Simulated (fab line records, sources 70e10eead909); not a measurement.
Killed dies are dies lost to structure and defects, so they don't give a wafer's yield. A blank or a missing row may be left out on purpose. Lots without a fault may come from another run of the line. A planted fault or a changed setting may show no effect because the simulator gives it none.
A struck lot beside a sound one | flow nand_harc | 16 steps out of a route of 1302
Sound: wafers L935.3, L935.4, L935.5. Struck: wafers L946.1, L946.3, L946.6. The cause comes at the end.
At each step with rows: each side's tool, then ch and its chambers, then its first start. Under that, the readings that differ: sound wafers | struck wafers | difference of the means | sigmas: that difference in standard deviations of wafers without a fault.
alike: readings whose means differ by less than 2 such deviations, and words and numbers that are the same on both sides. not compared: withheld readings, readings that some wafer has no value for, bounds like >300 that may hide the same value, and numbers for which the record gives no deviation and whose values overlap.
The two part at a step that has a row with sigmas, a row that says differs or no value, or rows on one side only. Numbers that don't overlap but have no deviation are shown without sigmas and don't part them. A reading that every wafer of one side lacks parts them only if that side has two wafers or more.

NHARC_A_ONON_D2_THK_MEAS_08: measures by ellipsometry.
  sound on film_metro-01, day 13 02:03; struck on film_metro-01, day 17 02:14
  alike: thk_nm
then, 1 step without rows for these wafers: NHARC_A_ONON_D2_DEP_09 (target thk 1000 nm).
NHARC_A_ONON_D2_THK_MEAS_11: measures by ellipsometry.
  sound on film_metro-01, day 13 02:37; struck on film_metro-01, day 17 02:47
  alike: thk_nm
then, 1 step without rows for these wafers: NHARC_A_ONON_D2_DEP_12 (target thk 1000 nm).
NHARC_A_ONON_D2_THK_MEAS_14: measures by ellipsometry.
  sound on film_metro-02, day 13 03:11; struck on film_metro-01, day 17 03:22
  alike: thk_nm
then, 2 steps without rows for these wafers: NHARC_A_ONON_D2_ANNEAL_15 (time 3600 s); NHARC_A_ONON_D2_DEP_16 (target thk 1000 nm).
NHARC_A_ONON_D2_THK_MEAS_18: measures by ellipsometry.
  sound on film_metro-02, day 13 10:56; struck on film_metro-01, day 17 11:04
  alike: thk_nm
then, 1 step without rows for these wafers: NHARC_A_ONON_D2_DEP_19 (target thk 1000 nm).
NHARC_A_ONON_D2_THK_MEAS_21: measures by ellipsometry.
  sound on film_metro-02, day 13 11:30; struck on film_metro-02, day 17 11:38
  reading     | sound       | struck         | difference | sigmas
  thk_nm (nm) | 990 989 989 | 1030 1030 1029 | +40        | +4
then, 1 step without rows for these wafers: NHARC_A_ONON_D2_DEP_22 (target thk 1000 nm).
NHARC_A_ONON_D2_THK_MEAS_24: measures by ellipsometry.
  sound on film_metro-01, day 13 12:05; struck on film_metro-02, day 17 12:12
  alike: thk_nm
NHARC_A_ONON_D2_DEP_25: target thk 1000 nm.
  sound on pecvd_onon-03 ch 0, day 13 12:15; struck on pecvd_onon-03 ch 0, day 17 12:16
NHARC_A_ONON_D2_THK_MEAS_27: measures by ellipsometry.
  sound on film_metro-01, day 13 12:38; struck on film_metro-02, day 17 12:46
  reading     | sound          | struck      | difference | sigmas
  thk_nm (nm) | 1001 1003 1000 | 583 581 582 | -419       | -47
then, 1 step without rows for these wafers: NHARC_A_ONON_D2_DEP_28 (target thk 1000 nm).
-- the record jumps here: 11 days lie between the struck wafers' starts before and after (it left off in module A_ONON_D2 and takes up again in module END, whose first step shown is number 1302 of the route) --
NHARC_END_SORT_01:
  sound on prober-01 ch 0, day 24 12:47; struck on prober-02 ch 0, day 28 21:35
  reading         | sound    | struck      | difference | sigmas
  killed_at_array | 89 74 81 | 673 676 675 | +593       | +22
  killed_dies     | 92 75 83 | 677 677 677 | +594       | +21
  alike: killed_at_other, killed_at_periphery, killed_open, killed_short

WHERE THEY PART
First at NHARC_A_ONON_D2_THK_MEAS_21; last, within this record, at NHARC_END_SORT_01.

WHY: what the simulator had put in
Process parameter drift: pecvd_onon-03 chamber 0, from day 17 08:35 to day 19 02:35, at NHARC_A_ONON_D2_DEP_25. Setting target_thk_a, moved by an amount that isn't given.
